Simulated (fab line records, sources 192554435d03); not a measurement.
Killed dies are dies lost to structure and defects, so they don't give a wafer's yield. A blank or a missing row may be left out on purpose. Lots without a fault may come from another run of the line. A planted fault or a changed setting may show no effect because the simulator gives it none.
fab line records | flow n5_finfet | part 2 of 2: steps 21 to 27 of 27
record lots=5 wafers=15 last_day=17
route steps=1938 shown HKMG_FIN@385
lots that met no fault: from a run of the same line without faults
start_h: hours from the record's first day to the start of the lot's first wafer shown | wait_h: hours since the lot's step before | " the same as in the row above | L1.1+2: a row that stands for several wafers | - no value, or no start given | * or withheld: withheld | < > ~ a bound
route shown NAME@n: a module of which the file shows steps, and the number in the route of the first | usual: mean/standard deviation of fault-free wafers | same: alike in all rows | chamber/n: place in a boat | sites: the reading at each site | _std_site: their standard deviation | _edge_site: outer sites' mean less inner sites' | radius_mm: how far each site lies from the wafer's centre | mask NAME#n: copy n | behind: the tool/chamber that last shaped the wafer | hold: why the lot was held/for how many hours/how that ended | device: the transistor (n, p or np) that didn't switch | end of line: the same wafers' tests at the end of the route | a step without rows: its recipe alone | killed: dies lost to structure and defects at the first sort, not the wafer's yield | map: a wafer's dies, x killed, . not, _ none there
set.NAME: the setting as run; set.NAME@STEP: as run at that earlier step | model.NAME: the simulator's own value behind a step, which no gauge read
lots at some steps of the route; a table a step, a row a wafer
services: from which hour (start_h, from the record's first day; less than 0 if before it) a tool's chamber was out of use, for how many hours, and why
## steps
# step N5_HKMG_FIN_STRIP_57
# recipe chemistry=CF4 resist=SiARC power_w=300 bias_power_w=75 pressure_mtorr=50 cf4_flow_sccm=150 rf_frequency_hz=6e+07
# usual drypump_motor_current_A=5.8/0.43 oes_product_au=0.75/0.08 rf_vpp_V=271.5/1.4 showerhead_plenum_p_Torr=1.82/0.054 throttle_valve_pct=13.69/0.21
# columns lot.wafer tool chamber start_h wait_h drypump_motor_current_A oes_product_au rf_hours_counter_h rf_vpp_V showerhead_plenum_p_Torr throttle_valve_pct
L077.1 rie_diel-06 1 90.33 0.0 6.5 0.71 221 272.8 1.87 13.73
L077.3 " 2 " " 6.4 0.70 241 273.1 1.84 13.75
L077.4 " 0 " " 5.4 0.72 173 270.1 1.72 13.69
L080.2 rie_diel-05 2 108.35 0.0 5.7 0.79 96 272.3 1.90 13.62
L080.5 " 3 " " 6.1 0.71 - 272.1 1.78 13.82
L080.6 " 2 " " 5.7 0.78 - 273.4 1.90 13.62
L086.1 rie_diel-04 1 145.69 0.0 5.4 0.72 219 270.3 1.86 13.77
L086.3 " 3 " " 5.3 0.71 218 270.6 1.79 13.94
L086.4 " 0 " " 5.3 0.69 233 272.4 1.83 13.92
L090.2 rie_diel-04 2 167.40 0.0 5.9 0.81 103 272.8 1.89 13.68
L090.4 " 1 " " 5.4 0.72 226 273.1 1.86 13.81
L090.6 " 2 " " 5.8 0.80 - 274.4 1.89 13.68
L091.3 rie_diel-06 3 174.15 0.0 5.7 0.88 21 271.6 1.84 13.26
L091.5 " 2 " " 6.4 0.94 - 271.5 1.83 13.21
L091.6 " 3 " " 5.7 0.88 - 271.9 1.84 13.26
# step N5_HKMG_FIN_ETCH_58
# recipe chemistry=N2/H2 target=SOC target_depth_a=2158 ion_energy_ev=50 bias_w=13 time_s=741 pressure_mtorr=30 source_w=875 n2_flow_sccm=200 h2_flow_sccm=200
# usual drypump_motor_current_A=5.8/0.43 oes_product_au=0.75/0.084 rf_vpp_V=99.3/0.91 showerhead_plenum_p_Torr=2.58/0.076 throttle_valve_pct=17.81/0.23
# columns lot.wafer tool chamber start_h wait_h drypump_motor_current_A oes_product_au rf_hours_counter_h rf_vpp_V showerhead_plenum_p_Torr throttle_valve_pct
L077.1 rie_diel-06 1 90.35 0.0 6.5 0.73 221 100.8 2.60 17.65
L077.3 " 2 " " 6.4 0.70 241 98.6 2.60 17.73
L077.4 " 0 " " 5.3 0.69 173 96.8 2.41 17.71
L080.2 rie_diel-05 2 108.37 0.0 5.7 0.80 96 100.2 2.69 17.92
L080.5 " 3 " " 6.1 0.70 - 98.2 2.53 18.13
L080.6 " 2 " " 5.7 0.79 - 101.3 2.69 17.91
L086.1 rie_diel-04 1 145.71 0.0 5.4 0.71 219 100.0 2.64 18.15
L086.3 " 3 " " 5.4 0.73 218 100.1 2.51 17.91
L086.4 " 0 " " 5.3 0.69 233 98.7 2.60 18.07
L090.2 rie_diel-04 2 167.42 0.0 5.9 0.82 104 99.7 2.66 17.72
L090.4 " 1 " " 5.4 0.72 226 99.7 2.64 18.18
L090.6 " 2 " " 5.9 0.82 - 98.1 2.66 17.70
L091.3 rie_diel-06 3 174.17 0.0 5.7 0.90 21 99.0 2.60 17.45
L091.5 " 2 " " 6.4 0.95 - 100.6 2.58 17.39
L091.6 " 3 " " 5.7 0.89 - 99.0 2.60 17.45
# step N5_HKMG_FIN_STRIP_93
# recipe chemistry=N2/H2 material=SOC time_s=20 power_w=500 temp_c=40 pressure_mtorr=50 rf_frequency_hz=6e+07 bias_power_w=8 h2_frac=0.5 n2_flow_sccm=300 h2_flow_sccm=300
# usual drypump_motor_current_A=5.8/0.43 oes_product_au=0.75/0.083 rf_vpp_V=54.3/0.76 showerhead_plenum_p_Torr=3.40/0.096 temp_c=40.00/0.11 throttle_valve_pct=19.0/0.49
# columns lot.wafer tool chamber start_h wait_h drypump_motor_current_A oes_product_au rf_hours_counter_h rf_vpp_V showerhead_plenum_p_Torr temp_c throttle_valve_pct
L077.1 rie_diel-06 1 90.78 0.2 6.5 0.72 221 54.3 3.44 40.08 18.8
L077.3 " 2 " " 6.4 0.69 241 56.0 3.43 40.08 18.7
L077.4 " 0 " " 5.4 0.70 173 54.1 3.19 39.96 18.9
L080.2 rie_diel-05 2 108.79 0.2 5.7 0.79 96 53.6 3.55 40.05 19.4
L080.5 " 3 " " 6.2 0.71 - 54.4 3.35 39.90 19.8
L080.6 " 2 " " 5.7 0.79 - 55.2 3.55 39.87 19.4
L086.1 rie_diel-04 1 146.13 0.2 5.4 0.72 219 54.1 3.48 40.02 20.1
L086.3 " 3 " " 5.4 0.74 218 53.9 3.31 39.90 18.9
L086.4 " 0 " " 5.3 0.68 233 55.3 3.43 40.11 19.2
L090.2 rie_diel-04 2 167.85 0.2 5.9 0.80 104 55.1 3.51 40.02 18.6
L090.4 " 1 " " 5.4 0.71 227 56.5 3.48 40.03 20.1
L090.6 " 2 " " 5.9 0.80 - 55.4 3.51 40.27 18.6
L091.3 rie_diel-06 3 174.59 0.2 5.7 0.91 21 54.2 3.44 39.81 18.5
L091.5 " 2 " " 6.4 0.95 - 54.0 3.41 40.07 18.3
L091.6 " 3 " " 5.7 0.89 - 54.5 3.44 39.83 18.5
# step N5_HKMG_FIN_WET_ETCH_76
# recipe chemistry=dNH4OH mix=1:50 temp_c=25 target=Al2O3 stop_on=La2O3 target_depth_nm=2.25 dry=ipa_marangoni rinse_time_s=30 rinse_temp_c=23
# usual temp_c=25.01/0.11
# columns lot.wafer tool chamber start_h wait_h temp_c
L077.1 wet_bench-04 2 90.86 0.1 25.00
L077.3 " 3 " " 24.92
L077.4 " 1 " " 24.99
L080.2 wet_bench-05 2 108.88 0.1 24.81
L080.5 " 5 " " 24.98
L080.6 " 6 " " 25.00
L086.1 wet_bench-03 4 146.22 0.1 24.91
L086.3 " 2 " " 25.04
L086.4 " 1 " " 25.03
L090.2 wet_bench-04 1 167.93 0.1 25.04
L090.4 " 3 " " 25.00
L090.6 " 2 " " 25.06
L091.3 wet_bench-05 1 174.68 0.1 25.18
L091.5 " 5 " " 25.12
L091.6 " 4 " " 25.08
# step N5_HKMG_FIN_STRIP_60
# recipe chemistry=N2/H2 power_w=2500 temp_c=300 h2_frac=0.65 time_s=360 pressure_mtorr=withheld n2_flow_sccm=1750 h2_flow_sccm=3250
# usual drypump_motor_current_A=5.7/0.49 heater_power_w=485/27 temp_c=300.02/0.19
# columns lot.wafer tool chamber start_h wait_h drypump_motor_current_A heater_power_w rf_hours_counter_h temp_c
L077.1 plasma_asher-02 1 90.93 0.0 5.5 479 86 299.81
L077.3 " 1 " " 5.5 475 - 300.14
L077.4 " 0 " " 5.8 455 - 299.80
L080.2 plasma_asher-02 1 108.95 0.0 5.5 484 89 299.75
L080.5 " 1 " " 5.5 495 - 299.80
L080.6 " 0 " " 5.8 461 - 299.70
L086.1 plasma_asher-02 1 146.29 0.0 5.4 494 98 299.78
L086.3 " 1 " " 5.4 482 - 299.90
L086.4 " 0 " " 5.9 452 - 300.19
L090.2 plasma_asher-02 1 168.04 0.0 5.5 494 103 299.98
L090.4 " 0 " " 5.8 447 - 300.37
L090.6 " 0 " " 5.8 444 - 299.96
L091.3 plasma_asher-01 1 174.86 0.1 6.4 484 - 299.75
L091.5 " 0 " " 5.1 544 - 300.09
L091.6 " 1 " " 6.4 465 - 299.84
# step N5_HKMG_FIN_WET_ETCH_77
# recipe chemistry=dHCl mix=1:10000 temp_c=25 target=La2O3 stop_on=HfO2 target_depth_nm=2
# usual temp_c=24.99/0.11
# columns lot.wafer tool chamber start_h wait_h temp_c
L077.1 wet_bench-05 1 91.31 0.3 24.82
L077.3 " 6 " " 25.07
L077.4 " 2 " " 24.98
L080.2 wet_bench-04 3 109.34 0.3 24.96
L080.5 " 4 " " 24.96
L080.6 " 1 " " 24.87
L086.1 wet_bench-04 4 146.67 0.3 25.04
L086.3 " 5 " " 25.01
L086.4 " 0 " " 25.23
L090.2 wet_bench-05 4 168.42 0.3 24.98
L090.4 " 6 " " 25.00
L090.6 " 5 " " 25.02
L091.3 wet_bench-05 1 175.13 0.1 25.08
L091.5 " 7 " " 25.19
L091.6 " 4 " " 25.16
# step N5_HKMG_FIN_WET_ETCH_78
# recipe chemistry=dNH4OH mix=1:50 temp_c=25 target=Al2O3 stop_on=La2O3 target_depth_nm=4.5 dry=ipa_marangoni rinse_time_s=30 rinse_temp_c=23
# usual temp_c=25.01/0.1
# columns lot.wafer tool chamber start_h wait_h temp_c
L077.1 wet_bench-05 1 91.34 0.0 24.97
L077.3 " 6 " " 25.00
L077.4 " 2 " " 25.01
L080.2 wet_bench-04 3 109.37 0.0 25.10
L080.5 " 4 " " 25.24
L080.6 " 1 " " 25.05
L086.1 wet_bench-04 4 146.71 0.0 25.00
L086.3 " 5 " " 24.94
L086.4 " 0 " " 25.00
L090.2 wet_bench-05 4 168.45 0.0 25.06
L090.4 " 6 " " 25.10
L090.6 " 5 " " 25.02
L091.3 wet_bench-05 1 175.16 0.0 24.88
L091.5 " 7 " " 24.90
L091.6 " 4 " " 24.92
## services
# columns tool chamber start_h hours kind
arfi_scanner-02 - 78.97 3.1 pm
rie_diel-06 0 80.80 5.8 repair
arfi_scanner-01 - 83.38 1.0 pm
arfi_scanner-02 - 93.43 3.6 repair
rie_diel-05 1 102.88 4.1 repair
arfi_scanner-02 - 107.96 1.0 pm
rie_diel-06 3 109.47 - clean
rie_diel-06 3 109.47 - consumable_replace:focus_ring
rie_diel-06 3 109.47 17.5 scheduled_down
rie_diel-06 3 109.47 17.5 vent_cycle
wet_bench-05 - 113.79 1.9 pm
arfi_scanner-02 - 117.68 0.8 pm
ald_hk-03 - 119.00 8.7 pm
ald_hk-01 - 121.87 2.3 repair
arfi_scanner-01 - 123.44 1.3 pm
rie_diel-06 2 127.08 - clean
rie_diel-06 2 127.08 - consumable_replace:focus_ring
plasma_asher-01 - 137.25 14.6 pm
rtp_anneal-01 - 151.01 1.8 pm
arfi_scanner-01 - 157.53 0.8 pm
arfi_scanner-01 - 159.04 0.5 repair
arfi_scanner-02 - 159.81 1.3 pm
arfi_scanner-01 - 162.74 0.9 repair
rie_diel-05 0 167.07 5.0 repair
